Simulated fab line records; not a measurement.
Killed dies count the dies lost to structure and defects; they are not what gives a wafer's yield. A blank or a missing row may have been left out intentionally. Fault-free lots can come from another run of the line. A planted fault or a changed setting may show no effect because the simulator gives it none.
fab line records | flow nandHarc
record: lots: 6 | wafers: 18 | lastDay: 33
route steps=1302 shown A_STAIRCASE@693 END@1302
lots that met no fault: taken from a fault-free run of the same line
startH: the number of hours between the record's first day and the start of the first shown wafer of the lot | waitH: hours from the lot's prior step to this one | " the same as in the row above | L1.1+2: a row that stands for several wafers | - no value, or no start was given | * or withheld: withheld | < > ~ a bound
route shown NAME@n: NAME is a module with steps in the file, n the number in the route of the first one | usual: the fault-free wafers' mean and standard deviation | same: alike in all rows | chamber/n: place in a boat | sites: the reading at each site | _std_site: their standard deviation | _edge_site: outer sites' mean less inner sites' | radiusMm: how far each site lies from the wafer's centre | mask NAME#n: copy n | behind: the tool/chamber that last shaped the wafer | hold: what put the lot on hold/how long, in hours/how the hold closed | device: the n, p or np transistor that did not switch | end of line: the tests these same wafers got at the end of their route | step lacking rows: just its recipe | killed: count of dies lost to structure and defects at first sort (not the wafer's yield) | map: a wafer's dies, marking killed ones x, the rest . and places with no die _
set.NAME: the setting the step ran with; set.NAME@STEP: the setting that earlier step ran with | model.NAME: the simulator's own value behind a step, which no gauge read
lots seen at some steps along the route; tables by step, rows by wafer
services: from which hour (startH, from the record's first day; less than 0 if before it) a tool's chamber was out of use, for how many hours, and why
== steps ==
step: NHARC_A_STAIRCASE_SOFTBAKE_179
recipe: tempC: 135 | timeS: 170
step: NHARC_A_STAIRCASE_EBR_180
step: NHARC_A_STAIRCASE_EXPOSE_181
recipe: na: 0.5 | doseMj: 27.87 | maskId: STAIR_2
step: NHARC_A_STAIRCASE_PEB_182
recipe: pebTempC: 115 | pebTimeS: 130
step: NHARC_A_STAIRCASE_DEVELOP_183
recipe: timeS: 140
step: NHARC_A_STAIRCASE_HARDBAKE_185
recipe: tempC: 120 | timeS: 140
step: NHARC_A_STAIRCASE_DESCUM_186
recipe: timeS: 3 | o2FlowSccm: 200 | arFlowSccm: 0 | biasPowerW: 0 | chemistry: O2
usual: drypumpMotorCurrentA: 5.7/0.58 | mfcArSccm: 0.004/0.0077 | oesProductAu: 1.001/0.0067 | rfVppV: 57.7/0.96 | showerheadPlenumPTorr: 1.89/0.085 | throttleValvePct: 11.311/0.0096
same: timeS: 3
lot.wafer | tool       | chamber | startH | waitH | drypumpMotorCurrentA | mfcArSccm | oesProductAu | rfHoursCounterH | rfVppV | showerheadPlenumPTorr | throttleValvePct
L722.3    | rieDiel-10 | 1       | 365.50 | -     | 5.1                  | 0.014     | 1.003        | 38              | 56.9   | 1.85                  | 11.329
L722.2    | "          | 2       | "      | "     | 6.0                  | 0         | 0.996        | 33              | 56.9   | 1.80                  | 11.294
L722.6    | "          | 0       | "      | "     | 6.3                  | 0.016     | 1.006        | -               | 56.5   | 1.92                  | 11.318
L726.3    | rieDiel-04 | 1       | 396.07 | -     | 4.9                  | 0         | 0.997        | 10              | 56.1   | 1.79                  | 11.309
L726.5    | "          | 1       | "      | "     | 5.0                  | 0         | 1.007        | -               | 57.7   | 1.79                  | 11.299
L726.6    | "          | 2       | "      | "     | 5.8                  | 0         | 1.011        | -               | 57.9   | 1.87                  | 11.324
L729.3    | rieDiel-04 | 3       | 422.84 | -     | 6.2                  | 0         | 0.996        | 21              | 58.4   | 1.95                  | 11.309
L729.6    | "          | 3       | "      | "     | 6.2                  | 0         | 1.002        | -               | 57.8   | 1.95                  | 11.301
L729.5    | "          | 0       | "      | "     | 4.6                  | 0         | 0.995        | -               | 57.6   | 2.05                  | 11.314
L737.3    | rieDiel-04 | 1       | 521.65 | -     | 4.9                  | 0         | 0.986        | 50              | 55.7   | 1.78                  | 11.316
L737.4    | "          | 2       | "      | "     | 5.7                  | 0         | 0.994        | 55              | 57.3   | 1.85                  | 11.325
L737.2    | "          | 3       | "      | "     | 6.2                  | 0         | 0.982        | 55              | 58.0   | 1.94                  | 11.306
L738.1    | rieDiel-04 | 3       | 532.11 | -     | 6.2                  | 0         | 0.999        | 58              | 57.0   | 1.94                  | 11.289
L738.2    | "          | 1       | "      | "     | 4.9                  | 0         | 1.006        | 54              | 56.6   | 1.78                  | 11.317
L738.5    | "          | 3       | "      | "     | 6.2                  | 0         | 1.005        | -               | 58.8   | 1.94                  | 11.309
L743.4    | rieDiel-10 | 3       | 570.44 | -     | 5.6                  | 0         | 0.997        | 41              | 57.5   | 1.83                  | 11.316
L743.6    | "          | 2       | "      | "     | 6.0                  | 0         | 0.997        | -               | 56.8   | 1.78                  | 11.310
L743.5    | "          | 3       | "      | "     | 5.6                  | 0         | 1.005        | -               | 57.9   | 1.83                  | 11.272
step: NHARC_A_STAIRCASE_TRIM_187
recipe: timeS: 211.2 | o2FlowSccm: 500 | arFlowSccm: 0 | biasW: 0 | chemistry: O2
usual: drypumpMotorCurrentA: 5.7/0.59 | mfcArSccm: 0.004/0.0078 | oesProductAu: 1.000/0.0074 | rfVppV: 57.6/0.85 | runLengthS: 232.5/0.4 | showerheadPlenumPTorr: 3.50/0.15 | throttleValvePct: 17.036/0.0085
same: timeS: 211.2
lot.wafer | tool       | chamber | startH | waitH | drypumpMotorCurrentA | mfcArSccm | oesProductAu | rfHoursCounterH | rfVppV | runLengthS | showerheadPlenumPTorr | throttleValvePct
L722.2    | rieDiel-10 | 2       | 365.62 | 0.1   | 6.0                  | 0         | 1.006        | 33              | 57.4   | 233.1      | 3.34                  | 17.046
L722.3    | "          | 0       | "      | "     | 6.3                  | 0.016     | 0.997        | 39              | 58.2   | 232.3      | 3.54                  | 17.034
L722.6    | "          | 2       | "      | "     | 6.0                  | 0         | 1.003        | -               | 57.6   | 233.2      | 3.34                  | 17.034
L726.3    | rieDiel-04 | 2       | 396.16 | 0.1   | 5.8                  | 0         | 0.999        | 9               | 57.1   | 232.5      | 3.45                  | 17.032
L726.5    | "          | 2       | "      | "     | 5.8                  | 0         | 1.006        | -               | 56.9   | 232.3      | 3.45                  | 17.036
L726.6    | "          | 3       | "      | "     | 6.2                  | 0         | 1.002        | -               | 58.0   | 232.6      | 3.60                  | 17.047
L729.3    | rieDiel-04 | 1       | 422.95 | 0.1   | 4.9                  | 0         | 0.998        | 17              | 57.2   | 232.8      | 3.31                  | 17.037
L729.5    | "          | 3       | "      | "     | 6.2                  | 0         | 0.997        | -               | 57.9   | 232.5      | 3.60                  | 17.045
L729.6    | "          | 0       | "      | "     | 4.6                  | 0         | 0.998        | -               | 57.6   | 232.0      | 3.76                  | 17.047
L737.3    | rieDiel-04 | 0       | 521.75 | 0.1   | 4.6                  | 0         | 0.996        | 53              | 59.1   | 231.8      | 3.74                  | 17.037
L737.2    | "          | 1       | "      | "     | 4.9                  | 0         | 0.994        | 50              | 57.4   | 232.7      | 3.29                  | 17.043
L737.4    | "          | 2       | "      | "     | 5.8                  | 0         | 0.990        | 55              | 55.8   | 232.6      | 3.43                  | 17.046
L738.1    | rieDiel-04 | 2       | 532.22 | 0.1   | 5.8                  | 0         | 0.992        | 58              | 57.9   | 232.7      | 3.42                  | 17.031
L738.2    | "          | 3       | "      | "     | 6.2                  | 0         | 0.998        | 59              | 57.9   | 232.1      | 3.58                  | 17.032
L738.5    | "          | 1       | "      | "     | 4.9                  | 0         | 0.994        | -               | 56.9   | 232.6      | 3.29                  | 17.040
L743.4    | rieDiel-10 | 3       | 570.56 | 0.1   | 5.6                  | 0         | 0.990        | 41              | 57.5   | 232.1      | 3.38                  | 17.052
L743.6    | "          | 0       | "      | "     | 6.3                  | 0.016     | 0.992        | -               | 57.2   | 232.2      | 3.51                  | 17.031
L743.5    | "          | 1       | "      | "     | 5.2                  | 0.014     | 0.985        | -               | 56.8   | 232.7      | 3.38                  | 17.045
step: NHARC_A_STAIRCASE_ETCH_188
recipe: targetDepthA: 1000 | timeS: 40.5 | ionEnergyEv: 400 | c4f8FlowSccm: 20 | o2FlowSccm: 10 | arFlowSccm: withheld | rfW: 600 | biasW: 1000 | chemistry: C4F8/O2
usual: oesProductAu: 0.941/0.013 | rfVppV: 894/5.5
same: timeS: 40.5
lot.wafer | tool       | chamber | startH | waitH | oesProductAu | rfHoursCounterH | rfVppV
L722.3    | rieDiel-10 | 2       | -      | -     | 0.938        | 33              | 890
L722.2    | "          | 0       | "      | "     | 0.942        | 39              | 897
L722.6    | "          | 2       | "      | "     | 0.944        | -               | 888
L726.3    | rieDiel-04 | 3       | -      | -     | 0.921        | 12              | 898
L726.5    | "          | 1       | "      | "     | 0.944        | -               | 888
L726.6    | "          | 2       | "      | "     | 0.935        | -               | 894
L729.3    | rieDiel-04 | 1       | -      | -     | 0.931        | 17              | 886
L729.5    | "          | 2       | "      | "     | 0.920        | -               | 893
L729.6    | "          | 3       | "      | "     | 0.914        | -               | 898
L737.4    | rieDiel-04 | 1       | -      | -     | 0.944        | 50              | 887
L737.2    | "          | 3       | "      | "     | 0.952        | 55              | 898
L737.3    | "          | 0       | "      | "     | 0.952        | 53              | 904
L738.1    | rieDiel-04 | 0       | -      | -     | 0.941        | 56              | 903
L738.2    | "          | 2       | "      | "     | 0.944        | 58              | 891
L738.5    | "          | 1       | "      | "     | 0.934        | -               | 887
L743.4    | rieDiel-10 | 3       | -      | -     | 0.938        | 41              | 890
L743.6    | "          | 1       | "      | "     | 0.932        | -               | 890
L743.5    | "          | 2       | "      | "     | 0.936        | -               | 887
step: NHARC_A_STAIRCASE_TRIM_189
recipe: timeS: 211.2 | o2FlowSccm: 500 | arFlowSccm: 0 | biasW: 0 | chemistry: O2
usual: drypumpMotorCurrentA: 5.7/0.58 | mfcArSccm: 0.004/0.0083 | oesProductAu: 1.000/0.0069 | rfVppV: 57.8/0.96 | runLengthS: 232.5/0.39 | showerheadPlenumPTorr: 3.49/0.15 | throttleValvePct: 17.037/0.0094
same: timeS: 211.2
lot.wafer | tool       | chamber | startH | waitH | drypumpMotorCurrentA | mfcArSccm | oesProductAu | rfHoursCounterH | rfVppV | runLengthS | showerheadPlenumPTorr | throttleValvePct
L722.2    | rieDiel-10 | 1       | -      | -     | 5.2                  | 0.014     | 0.998        | 38              | 57.6   | 233.4      | 3.42                  | 17.049
L722.3    | "          | 2       | "      | "     | 6.0                  | 0         | 0.998        | 33              | 57.7   | 232.7      | 3.34                  | 17.032
L722.6    | "          | 0       | "      | "     | 6.2                  | 0.016     | 1.010        | -               | 57.0   | 232.3      | 3.54                  | 17.057
L726.3    | rieDiel-04 | 1       | -      | -     | 4.9                  | 0         | 0.985        | 10              | 56.9   | 232.4      | 3.31                  | 17.044
L726.5    | "          | 3       | "      | "     | 6.2                  | 0         | 0.991        | -               | 56.8   | 232.4      | 3.60                  | 17.027
L726.6    | "          | 0       | "      | "     | 4.7                  | 0         | 1.000        | -               | 58.2   | 231.9      | 3.77                  | 17.030
L729.3    | rieDiel-04 | 2       | -      | -     | 5.8                  | 0         | 0.992        | 17              | 58.6   | 232.8      | 3.45                  | 17.046
L729.5    | "          | 2       | "      | "     | 5.8                  | 0         | 1.004        | -               | 57.4   | 232.4      | 3.45                  | 17.042
L729.6    | "          | 3       | "      | "     | 6.2                  | 0         | 1.002        | -               | 58.2   | 232.2      | 3.60                  | 17.032
L737.2    | rieDiel-04 | 3       | -      | -     | 6.2                  | 0         | 0.992        | 55              | 57.7   | 232.2      | 3.58                  | 17.052
L737.4    | "          | 1       | "      | "     | 4.9                  | 0         | 0.991        | 50              | 57.1   | 232.7      | 3.29                  | 17.037
L737.3    | "          | 2       | "      | "     | 5.8                  | 0         | 0.990        | 55              | 58.0   | 232.3      | 3.43                  | 17.041
L738.1    | rieDiel-07 | 2       | 532.42 | -     | 5.9                  | 0.025     | 0.991        | 14              | 56.9   | 232.5      | 3.47                  | 17.026
L738.2    | "          | 3       | "      | "     | 6.1                  | 0         | 1.008        | 14              | 57.5   | 232.8      | 3.38                  | 17.060
L738.5    | "          | 3       | "      | "     | 6.2                  | 0         | 1.011        | -               | 56.6   | 232.4      | 3.38                  | 17.037
L743.4    | rieDiel-10 | 3       | -      | -     | 5.6                  | 0         | 0.994        | 41              | 56.9   | 231.9      | 3.38                  | 17.043
L743.5    | "          | 1       | "      | "     | 5.2                  | 0.014     | 0.997        | -               | 56.6   | 233.0      | 3.38                  | 17.039
L743.6    | "          | 2       | "      | "     | 6.0                  | 0         | 0.996        | -               | 58.0   | 232.6      | 3.30                  | 17.049
step: NHARC_A_STAIRCASE_ETCH_190
recipe: targetDepthA: 1000 | timeS: 40.5 | ionEnergyEv: 400 | c4f8FlowSccm: 20 | o2FlowSccm: 10 | arFlowSccm: withheld | rfW: 600 | biasW: 1000 | chemistry: C4F8/O2
usual: oesProductAu: 0.943/0.015 | rfVppV: 894/5.2
same: timeS: 40.5
lot.wafer | tool       | chamber | startH | waitH | oesProductAu | rfHoursCounterH | rfVppV
L722.3    | rieDiel-10 | 2       | -      | -     | 0.947        | 33              | 888
L722.2    | "          | 0       | "      | "     | 0.941        | 39              | 898
L722.6    | "          | 1       | "      | "     | 0.949        | -               | 892
L726.3    | rieDiel-04 | 0       | -      | -     | 0.921        | 13              | 904
L726.5    | "          | 3       | "      | "     | 0.939        | -               | 899
L726.6    | "          | 0       | "      | "     | 0.928        | -               | 905
L729.3    | rieDiel-04 | 2       | -      | -     | 0.928        | 17              | 893
L729.6    | "          | 2       | "      | "     | 0.936        | -               | 891
L729.5    | "          | 3       | "      | "     | 0.930        | -               | 898
L737.4    | rieDiel-04 | 1       | -      | -     | 0.942        | 50              | 887
L737.2    | "          | 2       | "      | "     | 0.950        | 55              | 893
L737.3    | "          | 0       | "      | "     | 0.944        | 53              | 903
L738.1    | rieDiel-10 | 1       | 532.58 | -     | 0.996        | 33              | 892
L738.2    | "          | 2       | "      | "     | 0.995        | 28              | 887
L738.5    | "          | 1       | "      | "     | 1.001        | -               | 891
L743.4    | rieDiel-10 | 3       | -      | -     | 0.936        | 41              | 890
L743.6    | "          | 3       | "      | "     | 0.940        | -               | 889
L743.5    | "          | 0       | "      | "     | 0.935        | -               | 897
step: NHARC_A_STAIRCASE_TRIM_191
recipe: timeS: 211.2 | o2FlowSccm: 500 | arFlowSccm: 0 | biasW: 0 | chemistry: O2
usual: drypumpMotorCurrentA: 5.7/0.56 | mfcArSccm: 0.004/0.008 | oesProductAu: 1.002/0.007 | rfVppV: 57.6/1 | runLengthS: 232.6/0.42 | showerheadPlenumPTorr: 3.49/0.14 | throttleValvePct: 17.036/0.0091
lot.wafer | tool       | chamber | startH | waitH | drypumpMotorCurrentA | mfcArSccm | oesProductAu | rfHoursCounterH | rfVppV | runLengthS | showerheadPlenumPTorr | throttleValvePct
L722.3    | rieDiel-10 | 2       | 366.14 | -     | 5.9                  | 0         | 1.000        | 33              | 57.1   | 232.7      | 3.34                  | 17.032
L722.2    | "          | 1       | "      | "     | 5.2                  | 0.014     | 1.006        | 38              | 57.3   | 232.8      | 3.42                  | 17.040
L722.6    | "          | 0       | "      | "     | 6.2                  | 0.016     | 1.012        | -               | 56.9   | 232.5      | 3.54                  | 17.022
L726.3    | rieDiel-04 | 0       | 396.88 | -     | 4.6                  | 0         | 0.999        | 13              | 57.7   | 232.2      | 3.77                  | 17.047
L726.6    | "          | 1       | "      | "     | 4.9                  | 0         | 1.005        | -               | 56.8   | 174.3      | 3.31                  | 17.019
L726.5    | "          | 2       | "      | "     | 5.8                  | 0         | 0.990        | -               | 58.3   | 174.6      | 3.45                  | 17.039
L729.3    | rieDiel-04 | 2       | 423.40 | -     | 5.8                  | 0         | 0.995        | 17              | 57.1   | 232.7      | 3.45                  | 17.034
L729.6    | "          | 1       | "      | "     | 4.9                  | 0         | 1.008        | -               | 58.5   | 174.2      | 3.31                  | 17.043
L729.5    | "          | 2       | "      | "     | 5.8                  | 0         | 0.985        | -               | 56.3   | 174.1      | 3.45                  | 17.027
L737.3    | rieDiel-04 | 1       | 522.19 | -     | 4.9                  | 0         | 0.993        | 50              | 56.2   | 232.6      | 3.29                  | 17.050
L737.4    | "          | 3       | "      | "     | 6.2                  | 0         | 1.001        | 56              | 57.5   | 232.6      | 3.58                  | 17.046
L737.2    | "          | 0       | "      | "     | 4.6                  | 0         | 1.000        | 53              | 58.5   | 231.8      | 3.74                  | 17.043
L738.1    | rieDiel-10 | 0       | 532.68 | -     | 6.3                  | 0.016     | 1.003        | 33              | 58.0   | 232.3      | 3.51                  | 17.041
L738.2    | "          | 1       | "      | "     | 5.2                  | 0.014     | 0.991        | 33              | 56.7   | 233.0      | 3.39                  | 17.040
L738.5    | "          | 1       | "      | "     | 5.1                  | 0.014     | 0.993        | -               | 58.7   | 232.9      | 3.39                  | 17.034
L743.4    | rieDiel-10 | 3       | 571.02 | -     | 5.6                  | 0         | 0.998        | 41              | 57.1   | 232.4      | 3.38                  | 17.046
L743.5    | "          | 0       | "      | "     | 6.3                  | 0.016     | 0.995        | -               | 56.2   | 232.4      | 3.51                  | 17.030
L743.6    | "          | 1       | "      | "     | 5.2                  | 0.014     | 0.989        | -               | 56.5   | 232.7      | 3.38                  | 17.043
step: NHARC_A_STAIRCASE_ETCH_192
recipe: targetDepthA: 1000 | timeS: 40.5 | ionEnergyEv: 400 | c4f8FlowSccm: 20 | o2FlowSccm: 10 | arFlowSccm: withheld | rfW: 600 | biasW: 1000 | chemistry: C4F8/O2
step: NHARC_END_SORT_01
recipe: tempC: 25
usual: killedAtArray: 44/16 | killedAtOther: 0.6/1.1 | killedAtPeriphery: 3.9/2.6 | killedDies: 48/16 | killedOpen: 3.1/1.9 | killedShort: 2.4/1.8
same: grossDies: 677
lot.wafer | tool      | chamber | startH | waitH | killedAtArray | killedAtOther | killedAtPeriphery | killedDies | killedOpen | killedShort
L726.3    | prober-01 | 0       | 586.52 | 3.1   | 75            | 0             | 3                 | 78         | 4          | 2
L726.5    | prober-01 | 0       | 588.10 | 3.6   | 235           | 1             | 5                 | 241        | 6          | 0
L726.6    | prober-01 | 0       | 588.89 | 3.9   | 248           | 0             | 6                 | 254        | 2          | 2
L729.5    | prober-02 | 0       | 627.26 | 3.7   | 212           | 1             | 2                 | 215        | 3          | 1
L729.6    | prober-02 | 0       | 628.07 | 4.0   | 190           | 0             | 3                 | 193        | 6          | 0
killed by level:class
L726.3 A_CHANNEL_HOLE_D1:chamberFilmFlake=33 A_CHANNEL_HOLE_D2:chamberFilmFlake=16 A_SLIT:chamberFilmFlake=16 A_STAIRCASE:chamberFilmFlake=3 A_WL_FILL:chamberFilmFlake=2 P_CONTACT:geometricParticle:open=1 P_M0:geometricParticle:open=1 A_ONON_D1:geometricParticle:short=1
L726.5 A_STAIRCASE:areaTrim=189 A_SLIT:chamberFilmFlake=16 A_CHANNEL_HOLE_D2:chamberFilmFlake=15 A_CHANNEL_HOLE_D1:chamberFilmFlake=8 P_M0:geometricParticle:open=2 P_ZERO_WELL:chamberFilmFlake=2 P_GATE:geometricParticle:open=1 A_WL_FILL:geometricParticle:open=1
L726.6 A_STAIRCASE:areaTrim=180 A_CHANNEL_HOLE_D2:chamberFilmFlake=27 A_CHANNEL_HOLE_D1:chamberFilmFlake=19 A_SLIT:chamberFilmFlake=14 P_ZERO_WELL:chamberFilmFlake=3 P_BONDPAD:chamberFilmFlake=2 A_STAIRCASE:chamberFilmFlake=2 P_CONTACT:geometricParticle:open=1
L729.5 A_STAIRCASE:areaTrim=135 A_CHANNEL_HOLE_D2:chamberFilmFlake=28 A_CHANNEL_HOLE_D1:chamberFilmFlake=24 A_CONTACT:chamberFilmFlake=9 A_STAIRCASE:chamberFilmFlake=5 A_SGD_CUT:chamberFilmFlake=2 A_M0:chamberFilmFlake=2 A_ONON_D1:geometricParticle:short=1
L729.6 A_STAIRCASE:areaTrim=136 A_CHANNEL_HOLE_D2:chamberFilmFlake=16 A_CHANNEL_HOLE_D1:chamberFilmFlake=11 A_CONTACT:chamberFilmFlake=7 A_STAIRCASE:chamberFilmFlake=6 A_M0:chamberFilmFlake=5 A_WL_FILL:chamberFilmFlake=3 A_CHANNEL_FILL_D1:geometricParticle:open=2
map L726.6 (x killed, . not)
____________x____________
_________xxxxxxx_________
_______xxxxxxxx..x_______
______x.xxxx..xx.xx______
_____xx....x..x.xx.x_____
____xxx.....x.xxxxxxx____
____xxxxx...xx.......____
___xxx.x..........xxxx___
___.xx....x.......xx.x___
__x.xx...x.........xxxx__
__xxxxx..........x.xxxx__
_xxxxx....x..........xxx_
_.xxx.x.............xxxx_
_xxxxxxxxx...........xxx_
_x..xxxxx............xx._
_xx.xxxxxx.x.........x.._
.xxxxxxxxxx..x.........xx
x.xxxxxxxxx..x........xxx
xx..xxxxx.............x.x
x..xx..x...............xx
x..xx.x............x....x
_.x..x.x.x...........x.x_
_.xx...x...........x...._
_.xx.x................xx_
_x.x..............x.x.x._
_.x.....x.....x...xx.x.x_
__....................x__
__...x..x......x......x__
___x....x...........xx___
___xx....xx.......x.xx___
____xxx.x........xx..____
____xxx.......xx...xx____
_____.x.x...x......x_____
______.x.xx.xxx...x______
_______x.xxx...x.._______
_________.x...xx_________
____________x____________
map L729.5 (x killed, . not)
____________.____________
_________..x.x.x_________
_______...x....x.._______
______x.....xx.xx..______
_____xxx.x........xx_____
____xx.x...xx.xxxx..x____
____.....x...x..x.x..____
___.x...x..x.......xx.___
___x.x............xx.x___
__.........x...x.......__
__xx....x...xx...xx..xx__
_.xx.x.x....x.x...xxx.xx_
_.x..xxx.x...........x.x_
_x..x.xx.xx.........x..x_
_....xxxx.xx...x...x...x_
_.xx.xxxxxx......x.x...._
x.xxxxxxxxx...x...xx.x.x.
x.x.xxxxxxx.x....x...x...
....xxxxxx....xxx..xx....
.x..x.xx.xx..............
x..xxxx.....x...xx...x...
_....xx.x.x............._
_...x.....x...x........._
_......x..............x._
_x.x...x....x.....x....._
_xx.x.x..........x......_
__xx..x...........x.x..__
__x.x..x......x..x.....__
___....xx.x.......x..x___
___...x.x...x.........___
____.xx.xx.x..xx.....____
____x......xx.x..xx..____
_____.x........xx.xx_____
______...x......x..______
_______.x.xx..x..x_______
_________.x..x.x_________
____________x____________
== services ==
tool       | chamber | startH | hours | kind
rieDiel-10 | 2       | 348.90 | 2.8   | repair
rieDiel-04 | -       | 355.41 | 9.0   | pm
rieDiel-04 | 0       | 355.41 | 9.0   | ventCycle
rieDiel-04 | 1       | 355.41 | 9.0   | ventCycle
rieDiel-04 | 2       | 355.41 | 9.0   | ventCycle
rieDiel-04 | 3       | 355.41 | 9.0   | ventCycle
rieDiel-04 | 0       | 364.41 | -     | clean
rieDiel-04 | 0       | 364.41 | -     | consumableReplace:focusRing
rieDiel-04 | 1       | 364.41 | -     | clean
rieDiel-04 | 2       | 364.41 | -     | clean
rieDiel-04 | 2       | 364.41 | -     | consumableReplace:esc
rieDiel-04 | 3       | 364.41 | -     | clean
rieDiel-07 | 0       | 364.85 | 8.3   | repair
rieDiel-10 | 0       | 379.77 | 7.1   | repair
rieDiel-04 | 0       | 389.01 | -     | clean
rieDiel-07 | 1       | 408.63 | 3.9   | repair
rieDiel-07 | 3       | 411.93 | 19.5  | repair
rieDiel-07 | -       | 468.92 | 0.6   | repair
rieDiel-07 | -       | 471.23 | 9.0   | pm
rieDiel-04 | 0       | 488.14 | 4.4   | repair
rieDiel-04 | 1       | 492.65 | 4.0   | repair
rieDiel-04 | -       | 532.41 | 9.0   | pm
rieDiel-07 | -       | 550.42 | 0.9   | repair
rieDiel-07 | 0       | 562.55 | 12.0  | repair
== key ==
firstSign: step: NHARC_A_STAIRCASE_TRIM_191 | reading: runLengthS | direction: down | sigmas: 99+ | usual: * | struck: *
effect: step: NHARC_END_SORT_01 | reading: killedAtArray | direction: up | sigmas: 11 | usual: 44 | struck: 221
moreKillsBornAt: NHARC_A_STAIRCASE_TRIM_191@rieDiel-04: 640
metAt NHARC_A_STAIRCASE_TRIM_191
struckWafers L726.5,L726.6,L729.5,L729.6
testerLeftOut L726,L729
fault: kind: processParameterDrift | tool: rieDiel-04 | chamber: - | onsetH: 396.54 | steps: NHARC_A_STAIRCASE_TRIM_191 | channel: timeS | offset: * | shape: step | endH: 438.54 | scope: struckWafersOnly | actsIn: * | stated: *
testerLeftOut: of these lots the tester's yield and bins aren't shown, on N5 and GAA mostly nor the transistor test; their killed dies are dies lost to structure and defects alone, not to doping, threshold or leakage, so they don't give the yield
